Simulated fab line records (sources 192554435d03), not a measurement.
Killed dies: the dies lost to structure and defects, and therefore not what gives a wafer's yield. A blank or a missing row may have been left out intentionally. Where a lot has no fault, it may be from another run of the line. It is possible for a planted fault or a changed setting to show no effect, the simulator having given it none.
Matching of chambers ; flow n5-finfet ; 3 sister chambers for N5_BEOL_M11_CVD_75 on cvd-co-02
The step deposits Co from CCTBA/H2, target thk 2 nm, time 138.9 s. 3 wafers are shown with their chamber, then 7 later ones without.

== WAFERS WITH THEIR CHAMBER ==
wafer;chamber;run-length-s (s)
L859.4;1;161.9
L860.1;0;161.7
L860.3;2;161.7

== WAFERS WHOSE CHAMBER IS MISSING ==
wafer;run-length-s (s)
L860.6;161.7
L861.1;161.8
L861.5;161.9
L861.6;161.8
L862.1;162.2
L862.2;161.7
L862.6;162.3

== THE CHAMBER EACH PASSED THROUGH ==
wafer;from the rows above;in truth
L860.6;can't be placed: 0 or 2 or 1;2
L861.1;can't be placed: 1 or 0 or 2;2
L861.5;can't be placed: 1 or 0 or 2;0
L861.6;can't be placed: 1 or 0 or 2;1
L862.1;can't be placed: 1 or 0 or 2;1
L862.2;can't be placed: 0 or 2 or 1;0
L862.6;can't be placed: 1 or 0 or 2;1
Correct placement for 0 of the 7. Can't be placed from these rows: 7 (the true chamber is among the candidates in 7). Wrongly placed: 0.
How it was worked out, from the rows above alone: a wafer's distance from a chamber is the root of the sum, over the readings, of the square of ((its reading less the chamber's mean) divided by the reading's scatter). If the next closest chamber is less than 2 further off than the closest, the wafer can't be placed; otherwise it belongs to the closest. The mean given for a chamber averages the wafers shown for that chamber. The scatter: with one shown wafer a chamber, the root of the mean of the squares of how far each hidden wafer lies from its nearest shown one.
